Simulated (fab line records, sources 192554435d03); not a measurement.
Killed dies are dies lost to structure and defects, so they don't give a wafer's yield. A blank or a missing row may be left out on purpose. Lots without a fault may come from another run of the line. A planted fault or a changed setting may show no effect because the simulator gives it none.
Which tool did it? | flow n5_finfet | 24 lots, 72 wafers sampled, at 2 steps of a route of 1938

WHAT THE GAUGES READ, wafer by wafer
N5_BEOL_M7_OCD_MEAS_38.
lot  | measured     | on     | trench_depth_nm (nm)
L074 | day 8 22:27  | ocd-01 | 94.8 94.4 93.6
L076 | day 9 01:51  | ocd-02 | 95.1 90.7 92.7
L075 | day 9 06:26  | ocd-02 | 93.2 91.9 93.6
L078 | day 10 00:05 | ocd-02 | 92.7 93.5 93.3
L077 | day 10 07:37 | ocd-01 | 96.1 91.2 95.2
L079 | day 10 08:02 | ocd-01 | 94.4 92.1 97.0
L080 | day 11 01:02 | ocd-01 | 97.4 95.6 95.0
L083 | day 11 05:25 | ocd-01 | 90.0 92.1 90.9
L081 | day 11 05:49 | ocd-01 | 92.8 97.7 92.1
L082 | day 11 07:50 | ocd-01 | 94.1 90.6 94.0
L085 | day 11 17:45 | ocd-02 | 95.3 93.6 93.6
L084 | day 11 17:55 | ocd-01 | 90.2 91.5 91.8
L086 | day 12 04:44 | ocd-02 | 92.9 91.9 93.6
L088 | day 12 11:16 | ocd-01 | 95.7 94.9 94.7
L087 | day 12 21:24 | ocd-02 | 97.5 90.4 93.7
L090 | day 13 02:23 | ocd-01 | 94.2 93.5 93.6
L092 | day 13 02:44 | ocd-02 | 94.0 94.5 97.2
L089 | day 13 02:46 | ocd-01 | 92.7 93.9 94.5
L091 | day 13 07:30 | ocd-01 | 91.8 93.9 94.7
L093 | day 13 22:37 | ocd-01 | 94.0 95.1 95.0
L095 | day 13 23:02 | ocd-02 | 94.6 93.3 94.1
L094 | day 14 06:52 | ocd-01 | 94.1 96.0 91.9
L097 | day 14 20:25 | ocd-01 | 92.5 91.9 95.0
L096 | day 14 22:46 | ocd-01 | 97.7 93.6 93.8

WHICH TOOL RAN EACH LOT (tool, then ch and the chambers of the sampled wafers, then the start)
lot  | N5_BEOL_M7_CURE_74
L074 | uv_cure-03 ch 1, day 8 17:46
L076 | uv_cure-03 ch 0, day 8 20:40
L075 | uv_cure-01 ch 0, day 9 00:50
L078 | uv_cure-01 ch 1, day 9 20:12
L077 | uv_cure-02 ch 0, day 10 02:10
L079 | uv_cure-01 ch 2, day 10 02:46
L080 | uv_cure-02 ch 1, day 10 18:36
L083 | uv_cure-03 ch 2, day 10 21:31
L081 | uv_cure-02 ch 1, day 10 21:43
L082 | uv_cure-03 ch 1, day 11 02:16
L085 | uv_cure-01 ch 1, day 11 11:11
L084 | uv_cure-03 ch 0, day 11 11:46
L086 | uv_cure-03 ch 2, day 12 01:27
L088 | uv_cure-03 ch 2, day 12 01:56
L087 | uv_cure-03 ch 2, day 12 14:18
L090 | uv_cure-02 ch 1, day 12 19:17
L092 | uv_cure-02 ch 0, day 12 20:01
L089 | uv_cure-02 ch 1, day 12 20:25
L091 | uv_cure-02 ch 1, day 13 03:56
L093 | uv_cure-03 ch 2, day 13 18:38
L095 | uv_cure-02 ch 0, day 13 19:59
L094 | uv_cure-03 ch 0, day 13 23:48
L097 | uv_cure-01 ch 1, day 14 15:14
L096 | uv_cure-03 ch 2, day 14 15:27
- N5_BEOL_M7_CURE_74: cures SiCOH lowk, time 240 s.

WHAT THE TOOLS THEMSELVES READ (means of the sampled wafers that have a number; where no wafer has one, the mark that the record gives instead)
N5_BEOL_M7_CURE_74.
lot  | tool       | lamp_power_pct (%) | wafer_temp_C_max
L074 | uv_cure-03 | 52.31              | 386.8
L076 | uv_cure-03 | 52.34              | 387.9
L075 | uv_cure-01 | 52.31              | 386.1
L078 | uv_cure-01 | 52.32              | 386.3
L077 | uv_cure-02 | 52.29              | 386.7
L079 | uv_cure-01 | 52.28              | 386.7
L080 | uv_cure-02 | 52.32              | 387.0
L083 | uv_cure-03 | 52.32              | 386.5
L081 | uv_cure-02 | 52.33              | 386.5
L082 | uv_cure-03 | 52.33              | 386.8
L085 | uv_cure-01 | 52.25              | 386.0
L084 | uv_cure-03 | 52.37              | 387.0
L086 | uv_cure-03 | 52.27              | 386.4
L088 | uv_cure-03 | 52.25              | 386.5
L087 | uv_cure-03 | 52.28              | 386.4
L090 | uv_cure-02 | 52.31              | 387.2
L092 | uv_cure-02 | 52.31              | 386.6
L089 | uv_cure-02 | 52.30              | 386.8
L091 | uv_cure-02 | 52.34              | 387.0
L093 | uv_cure-03 | 52.31              | 386.4
L095 | uv_cure-02 | 52.35              | 386.9
L094 | uv_cure-03 | 52.33              | 387.0
L097 | uv_cure-01 | 52.34              | 386.1
L096 | uv_cure-03 | 52.30              | 386.6

THE ANSWER, worked out from the rows above alone
Rule: what is usual is taken from the lots themselves. Put in order of their means at a reading, lots are off if they are a third of the lots or fewer, leave a main group of 4 or more, and stand apart from it by a gap of 3 or more times the standard deviation of the main group's means; of several such gaps the widest counts. A main group whose means are all the same, to the digits that the tables above print for the reading, isn't used. A lot without any number at a reading at which 4 lots or more have one is off too. The other lots that the step has rows for count as sound. The gauges are gone through in route order, then the tools' own readings, and for those a lot's mean is taken as printed above. The first step at which some lot is off is used, and at that step the reading that is off furthest; a lot without a number counts as furthest.
No lot is off at any reading shown: from this, nothing can be told.

WHAT THE SIMULATOR HAD PUT IN
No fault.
